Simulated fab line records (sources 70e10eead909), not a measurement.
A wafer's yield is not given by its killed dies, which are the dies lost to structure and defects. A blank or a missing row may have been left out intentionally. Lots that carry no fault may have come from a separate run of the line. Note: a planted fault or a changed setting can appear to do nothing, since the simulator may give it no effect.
Matching of chambers :: flow nand-harc :: 3 sister chambers for NHARC_A_ONON_D1_DEP_33 on pecvd-04
The step deposits SiO2, target thk 200 nm. 3 wafers are shown with their chamber, then 6 later ones without.

WAFERS PAIRED WITH THEIR CHAMBERS
wafer: L623.4
chamber: 2
heater-power-w (W): 435

wafer: L625.1
chamber: 1
heater-power-w (W): 699

wafer: L625.4
chamber: 0
heater-power-w (W): 504

WAFERS MISSING THEIR CHAMBER
wafer: L631.1
heater-power-w (W): 352

wafer: L631.2
heater-power-w (W): 779

wafer: L631.3
heater-power-w (W): 482

wafer: L632.2
heater-power-w (W): 441

wafer: L632.5
heater-power-w (W): 446

wafer: L632.6
heater-power-w (W): 820

EACH ONE'S CHAMBER
wafer: L631.1
from the rows above: can't be placed: 2 or 0
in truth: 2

wafer: L631.2
from the rows above: 1
in truth: 1

wafer: L631.3
from the rows above: can't be placed: 0 or 2
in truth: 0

wafer: L632.2
from the rows above: can't be placed: 2 or 0
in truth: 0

wafer: L632.5
from the rows above: can't be placed: 2 or 0
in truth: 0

wafer: L632.6
from the rows above: 1
in truth: 1
2 of 6 placed correctly. Unplaceable from these rows: 4, with the true chamber sitting among the candidates in 4. Number placed wrongly: 0.
How it was worked out, from the rows above alone: a wafer's distance from a chamber is the root of the sum, over the readings, of the square of ((its reading less the chamber's mean) divided by the reading's scatter). The wafer belongs to the nearest chamber; if the next one is less than 2 further off, it can't be placed. A chamber's mean is the mean of its shown wafers. The scatter: with one shown wafer a chamber, the root of the mean of the squares of how far each hidden wafer lies from its nearest shown one.
